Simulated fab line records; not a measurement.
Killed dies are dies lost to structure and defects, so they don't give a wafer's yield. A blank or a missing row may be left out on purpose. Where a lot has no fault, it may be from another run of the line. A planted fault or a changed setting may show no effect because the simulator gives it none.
A struck lot beside a sound one ; flow n5_finfet ; 15 steps out of a route of 1938
Sound: these wafers, L470.2, L470.3, L470.5. Struck: wafer L482.2; the same lot's L482.5 was not struck, so it is left out; see the end for the cause.
For every step that has rows: the tool of each side, followed by ch and its chambers, followed by its first start. Under that, the readings that differ: sound wafers ; struck wafers ; difference of the means ; sigmas: that difference in standard deviations of wafers without a fault.
alike: readings with means less than 2 such deviations apart, plus words and numbers identical on both sides. not compared: withheld readings, readings lacking a value on some wafer, bounds such as >300 that could conceal the same value, and numbers that have no deviation in the record and whose values overlap.
The two part at a step that has a row with sigmas, a row that says differs or no value, or rows on one side only. Non-overlapping numbers with no deviation appear without sigmas and do not part them. A reading that every wafer of one side lacks parts them only if that side has two wafers or more.

first, 6 steps without rows for these wafers: N5_BEOL_M5_COAT_22 (resist thk 30 nm); N5_BEOL_M5_EBR_24; N5_BEOL_M5_SOFTBAKE_23 (time 60 s); N5_BEOL_M5_EXPOSE_25 (exposes mask V4, defocus 10 nm); N5_BEOL_M5_PEB_26 (peb time 60 s); N5_BEOL_M5_DEVELOP_27 (develop time 30 s).
N5_BEOL_M5_CD_MEAS_28: target cd 30.6 nm, target cd y 20 nm.
  sound on cd_sem-03 ch 0, day 10 19:08; struck on cd_sem-02 ch 0, day 13 13:26
  alike: cd_nm
N5_BEOL_M5_OVL_MEAS_29:
  sound on overlay-02 ch 0, day 10 19:10; struck on overlay-02 ch 0, day 13 13:28
  alike: V4_OVL
N5_BEOL_M5_INSPECT_30: inspects for defects (brightfield).
  sound on defect_inspect-01 at day 10 19:13; struck on defect_inspect-01 at day 13 13:31
  alike: raw_defect_count
N5_BEOL_M5_DESCUM_33: chemistry O2, time 7 s.
  sound on rie_diel-05 ch 0,2,3, day 10 19:15; struck on rie_diel-05 ch 0, day 13 13:41
  alike: drypump_motor_current_A, oes_product_au, rf_vpp_V, showerhead_plenum_p_Torr, throttle_valve_pct
  not compared: rf_hours_counter_h
N5_BEOL_M5_ETCH_75: etches underlayer in N2/H2, target depth 6.5 nm, time 5.2 s.
  sound on rie_diel-05 ch 0,2,3, day 10 19:17; struck on rie_diel-05 ch 0, day 13 13:43
  alike: drypump_motor_current_A, etch_rf_on_time_s, oes_product_au, rf_vpp_V, showerhead_plenum_p_Torr, throttle_valve_pct
  not compared: rf_hours_counter_h
N5_BEOL_M5_ETCH_67: etches SiARC in CF4, target depth 15.6 nm, time 26 s.
  sound on rie_diel-05 ch 0,2,3, day 10 19:19; struck on rie_diel-05 ch 0, day 13 13:44
  alike: drypump_motor_current_A, etch_rf_on_time_s, oes_product_au, rf_vpp_V, showerhead_plenum_p_Torr, throttle_valve_pct
  not compared: rf_hours_counter_h
N5_BEOL_M5_ETCH_68: etches SOC in N2/H2, target depth 80 nm, overetch 16 nm, time 120 s.
  sound on rie_diel-05 ch 0,2,3, day 10 19:20; struck on rie_diel-05 ch 0, day 13 13:46
reading;sound;struck;difference;sigmas
oes_product_au (a.u.);0.52 0.71 0.52;0.75;+0.17;+3
run_length_s (s);143.0 143.1 143.0;130.7;-12.3;-29
model.SiARC_of_BEOL_M5_COAT_66.thk_nm (nm);6.4 6.4 6.2;7;+1;
  alike: drypump_motor_current_A, rf_vpp_V, showerhead_plenum_p_Torr, throttle_valve_pct
  not compared: rf_hours_counter_h
then, 1 step without rows for these wafers: N5_BEOL_M5_STRIP_69 (strips in N2/H2).
-- here the record skips 4 days between the struck wafers' starts before and after, leaving off in module BEOL_M5 and picking up in module PASSIVATION (first step shown: number 1936 of the route) --
N5_PASSIVATION_PROBE_49:
  sound on prober-01 at day 14 19:51; struck on prober-02 at day 18 00:53
reading;sound;struck;difference;sigmas
killed_at_contacts;21 12 20;6;-12;-2
  alike: defect_limited_yield, killed_at_M0_to_M3, killed_at_M4_up, killed_at_front_end, killed_at_other, killed_dies, killed_open, killed_short, sort_bin_5_function, sort_bin_6_memory, sort_n_pass, sort_yield_pct

== WHERE THEY PART ==
First at N5_BEOL_M5_ETCH_68; last, within this record, at N5_PASSIVATION_PROBE_49.

WHY: whatever the simulator had introduced
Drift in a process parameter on rie_diel-05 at N5_BEOL_M5_ETCH_68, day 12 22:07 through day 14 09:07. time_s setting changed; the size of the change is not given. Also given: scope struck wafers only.
